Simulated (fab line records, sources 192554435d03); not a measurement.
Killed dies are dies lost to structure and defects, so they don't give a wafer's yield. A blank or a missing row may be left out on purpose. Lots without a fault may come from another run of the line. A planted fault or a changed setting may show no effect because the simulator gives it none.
Chamber matching | flow n5_finfet | N5_MOL_CONTACT_COAG_ALD_133 on ald_sin-01: 4 sister chambers
The step deposits SiO2, target thk 5 nm, pulse time 1 s, co reactant pulse time 1 s. 8 wafers are shown with their chamber, then 8 later ones without.

WAFERS WITH THEIR CHAMBER
wafer  | chamber | heater_power_w (W) | precursor_pulse_height_rel
L082.3 | 1       | 74                 | 1.059
L088.3 | 3       | 75                 | 0.989
L088.4 | 0       | 85                 | 0.986
L088.6 | 0       | 83                 | 1.015
L090.2 | 2       | 93                 | 0.991
L090.4 | 1       | 72                 | 0.985
L090.6 | 2       | 89                 | 1.017
L091.1 | 3       | 77                 | 0.979

WAFERS WITHOUT THEIR CHAMBER
wafer  | heater_power_w (W) | precursor_pulse_height_rel
L091.3 | 73                 | 0.941
L091.6 | 72                 | 1.011
L094.1 | 75                 | 0.984
L094.2 | 84                 | 0.998
L094.6 | 72                 | 0.974
L096.1 | 93                 | 1.012
L096.2 | 74                 | 0.977
L096.3 | 85                 | 0.994

WHICH CHAMBER EACH WENT THROUGH
wafer  | from the rows above     | in truth
L091.3 | can't be placed: 3 or 1 | 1
L091.6 | can't be placed: 1 or 3 | 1
L094.1 | can't be placed: 3 or 1 | 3
L094.2 | 0                       | 0
L094.6 | can't be placed: 1 or 3 | 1
L096.1 | 2                       | 2
L096.2 | can't be placed: 3 or 1 | 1
L096.3 | 0                       | 0
Placed correctly: 3 of 8. Can't be placed from these rows: 5 (the true chamber is among the candidates in 5). Placed wrongly: 0.
How it was worked out, from the rows above alone: a wafer's distance from a chamber is the root of the sum, over the readings, of the square of ((its reading less the chamber's mean) divided by the reading's scatter). The wafer belongs to the nearest chamber; if the next one is less than 2 further off, it can't be placed. A chamber's mean is the mean of its shown wafers. The scatter: the root of (the sum of the squares of (reading less its chamber's mean) over the shown wafers, divided by (wafers less chambers)).
